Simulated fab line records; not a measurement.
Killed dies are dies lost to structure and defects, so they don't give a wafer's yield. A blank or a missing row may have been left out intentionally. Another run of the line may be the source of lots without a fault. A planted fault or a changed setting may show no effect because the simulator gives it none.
The tool behind it: which one? -- flow nandHarc -- 12 lots with 36 wafers sampled at 5 steps, on a route of 1159 steps

== WHAT THE GAUGES READ, wafer by wafer ==
NHARC_P_CONTACT_INSPECT_27. Usual: 270 for rawDefectCount, sd 110.
lot,measured,on,rawDefectCount,flag
L384,day 5 19:01,defectInspect-02,430 554 543,
L385,day 6 15:45,defectInspect-01,536 209 174,
L386,day 6 15:59,defectInspect-01,255 408 309,
L393,day 8 12:29,defectInspect-01,175 143 267,
L395,day 9 17:52,defectInspect-01,276 225 170,
L398,day 9 22:19,defectInspect-01,211 338 299,
L399,day 10 01:43,defectInspect-01,132 130 145,
L401,day 10 04:36,defectInspect-01,459 292 223,
L402,day 10 11:42,defectInspect-01,266 279 211,
L404,day 11 05:04,defectInspect-01,335 216 164,
L405,day 11 05:33,defectInspect-01,251 345 307,
L406,day 11 14:59,defectInspect-01,399 306 350,

NHARC_END_SORT_01. Usual: defectLimitedYield 95.1 %, standard deviation 1.6; killedAtArray 29, standard deviation 10; killedAtOther 0.7, standard deviation 1.1; killedAtPeriphery 3.3, standard deviation 2.4; killedDies 33, standard deviation 11; killedOpen 3.3, standard deviation 2; killedShort 1.9, standard deviation 1.3; sort_bin_2_pct 1.5 %, standard deviation 0.67; sort_bin_3_pct 0.27 %, standard deviation 0.24; sort_bin_4_pct 3.1 %, standard deviation 1.1; sortNPass 644, standard deviation 11; sortRimYieldPct 97.1 %, standard deviation 2.1; sortYieldPct 95.1 %, standard deviation 1.6.
lot,measured,on,defectLimitedYield (%),killedAtArray,killedAtOther,killedAtPeriphery,killedDies,killedOpen,killedShort,sort_bin_2_pct (%),sort_bin_3_pct (%),sort_bin_4_pct (%),sortNPass,sortRimYieldPct (%),sortYieldPct (%),flag
L385,day 19 21:18,prober-02,0 0 0,27 27 28,1 0 0,649 650 649,677 677 677,3 5 2,3 1 4,96.9 97.5 97.0,0 0.30 0.15,3.1 2.2 2.8,0 0 0,0 0 0,0 0 0,OFF
L386,day 19 13:31,prober-01,0 0 0,21 26 18,0 0 0,656 651 659,677 677 677,2 4 2,4 5 1,96.5 97.0 97.9,0 0.15 0,3.5 2.8 2.1,0 0 0,0 0 0,0 0 0,OFF
L395,day 25 06:18,prober-01,0 0 0,33 35 29,3 5 1,641 637 647,677 677 677,4 3 3,2 2 2,95.4 94.8 95.7,1.18 0.44 0.15,3.4 4.7 4.1,0 0 0,0 0 0,0 0 0,OFF
L398,day 24 07:22,prober-01,96.9 96.9 98.1,16 14 13,0 1 0,5 6 0,21 21 13,3 6 2,2 2 1,0.4 1.3 0.1,0 0.15 0.15,2.7 1.6 1.6,656 656 664,98.1 98.1 100.0,96.9 96.9 98.1,

== WHAT TOOL EACH LOT RAN ON (gives the tool, then ch and the chambers of the sampled wafers, and finally the start) ==
lot,NHARC_P_CONTACT_CMP_24,NHARC_P_M0_DEP_00,NHARC_P_M0_ETCH_34
L384,"cmp-02 ch 0,2,3, day 5 18:36","pecvd-01 ch 0,1,2, day 5 19:04","rieDiel-05 ch 1,2,3, day 5 20:11"
L385,"cmp-02 ch 0,2,3, day 6 15:20","pecvd-02 ch 0,1,2, day 6 15:49","rieDiel-04 ch 0,2, day 6 17:35"
L386,"cmp-03 ch 0,1, day 6 15:35","pecvd-01 ch 0,1, day 6 16:03","rieDiel-10 ch 0,2,3, day 6 17:47"
L393,"cmp-03 ch 0,3, day 8 12:06","pecvd-03 ch 0,1,2, day 8 12:33","rieDiel-04 ch 0,2,3, day 8 13:40"
L395,"cmp-03 ch 1,2, day 9 17:27","pecvd-03 ch 0,2, day 9 17:55","rieDiel-10 ch 0,1, day 9 19:41"
L398,"cmp-02 ch 1,2, day 9 21:56","pecvd-02 ch 0,1,2, day 9 22:25","rieDiel-10 ch 2,3, day 9 23:29"
L399,"cmp-01 ch 0,3, day 10 01:20","pecvd-02 ch 0,1,2, day 10 01:49","rieDiel-05 ch 0,1,2, day 10 02:53"
L401,"cmp-02 ch 0,1,3, day 10 04:13","pecvd-03 ch 1,2, day 10 04:40","rieDiel-05 ch 0,2,3, day 10 05:47"
L402,"cmp-01 ch 0,2,3, day 10 11:18","pecvd-02 ch 0,1,2, day 10 11:46","rieDiel-10 ch 0,1,3, day 10 12:45"
L404,"cmp-03 ch 0,3, day 11 04:41","pecvd-03 ch 0,2, day 11 05:08","rieDiel-05 ch 0,1,2, day 11 06:16"
L405,"cmp-02 ch 0,2,3, day 11 05:10","pecvd-03 ch 0,1,2, day 11 05:37","rieDiel-04 ch 0,1,3, day 11 06:45"
L406,"cmp-01 ch 0,1,3, day 11 14:35","pecvd-03 ch 1,2, day 11 15:03","rieDiel-04 ch 0,1,2, day 11 16:02"
- NHARC_P_CONTACT_CMP_24: polishes, t overpolish 30 s, target thk 200 nm.
- NHARC_P_M0_DEP_00: deposits SiOC, target thk 150 nm.
- NHARC_P_M0_ETCH_34: etches the open film in N2/H2, target depth 40 nm, overetch 12 nm, time 43.94 s.

== WHAT THE TOOLS THEMSELVES READ (means of the sampled wafers that have a number; where no wafer has one, the mark that the record gives instead) ==
NHARC_P_CONTACT_CMP_24. Usual: motorCurrentA 11.9 A, standard deviation 1.4; overpolishRunS 30.001 s, standard deviation 0.0088; timeToEndpointS 39 s, standard deviation 3.3.
lot,tool,motorCurrentA (A),overpolishRunS (s),timeToEndpointS (s),flag
L384,cmp-02,11.2,29.997,40,
L385,cmp-02,11.3,30.006,39,
L386,cmp-03,13.7,29.994,36,
L393,cmp-03,14.6,30.008,37,
L395,cmp-03,12.1,30.001,36,
L398,cmp-02,10.3,30.006,38,
L399,cmp-01,11.8,30.004,41,
L401,cmp-02,10.6,30.003,35,
L402,cmp-01,12.1,29.993,45,
L404,cmp-03,14.4,29.998,36,
L405,cmp-02,10.7,29.993,45,
L406,cmp-01,12.8,29.995,42,

NHARC_P_M0_DEP_00. Usual: 4.999 Torr for chamberPressureTorr, sd 0.012.
lot,tool,chamberPressureTorr (Torr),flag
L384,pecvd-01,5.007,
L385,pecvd-02,4.999,
L386,pecvd-01,5.006,
L393,pecvd-03,4.998,
L395,pecvd-03,5.002,
L398,pecvd-02,5.015,
L399,pecvd-02,4.995,
L401,pecvd-03,5.001,
L402,pecvd-02,4.998,
L404,pecvd-03,4.998,
L405,pecvd-03,5.000,
L406,pecvd-03,5.011,

NHARC_P_M0_ETCH_34. Usual: chamberPressureMTorr 30.000 mTorr, standard deviation 0.026; drypumpMotorCurrentA 6.0 A, standard deviation 0.41; oesProductAu 1.006 a.u., standard deviation 0.01; rfVppV 431.2 V, standard deviation 1.8; showerheadPlenumPTorr 2.07 Torr, standard deviation 0.061; throttleValvePct 14.172 %, standard deviation 0.009.
lot,tool,chamberPressureMTorr (mTorr),drypumpMotorCurrentA (A),oesProductAu (a.u.),rfVppV (V),showerheadPlenumPTorr (Torr),throttleValvePct (%),flag
L384,rieDiel-05,29.999,5.6,1.014,431.7,2.06,14.170,
L385,rieDiel-04,29.994,6.3,1.008,429.8,2.03,14.165,
L386,rieDiel-10,30.005,6.1,1.005,432.3,2.11,14.172,
L393,rieDiel-04,30.021,6.2,1.004,430.7,2.04,14.167,
L395,rieDiel-10,30.010,5.6,1.010,432.7,2.10,14.173,
L398,rieDiel-10,29.970,6.4,1.004,433.3,2.14,14.170,
L399,rieDiel-05,30.010,6.1,0.998,433.3,2.12,14.180,
L401,rieDiel-05,29.980,5.9,0.993,430.9,2.06,14.176,
L402,rieDiel-10,29.995,6.0,1.015,433.4,2.13,14.168,
L404,rieDiel-05,29.983,6.1,0.993,432.7,2.12,14.175,
L405,rieDiel-04,30.003,6.1,1.008,430.7,2.04,14.166,
L406,rieDiel-04,29.976,6.1,1.015,430.3,2.03,14.177,

== THE ANSWER, worked out from the rows above alone ==
Rule: take the mean of a lot's wafers that have a number; if it is more than 3 standard deviations from the usual mean, the lot is off. A lot without any number at a reading at which 4 lots or more have one is off too. Where the step has rows for the other lots, those lots are counted as sound. Order of review: gauges by route order, followed by the tools' own readings, for which a lot's mean as printed above is used. The first step at which some lot is off is used, and at that step the reading that is off furthest; a lot without a number counts as furthest.
Off, at NHARC_END_SORT_01 on killedAtPeriphery: L385, L386, L395. Neither off nor sound, because the step has no rows for them: L384, L393, L399, L401, L402, L404, L405, L406.
A tool fits if, at a process step before that reading, it ran every lot that is off, and no sound lot after the first of them. Those tools and the gauges at NHARC_END_SORT_01 are tried in the same way. Not one of the candidates tried fits.

== WHAT HAD BEEN PUT IN BY THE SIMULATOR ==
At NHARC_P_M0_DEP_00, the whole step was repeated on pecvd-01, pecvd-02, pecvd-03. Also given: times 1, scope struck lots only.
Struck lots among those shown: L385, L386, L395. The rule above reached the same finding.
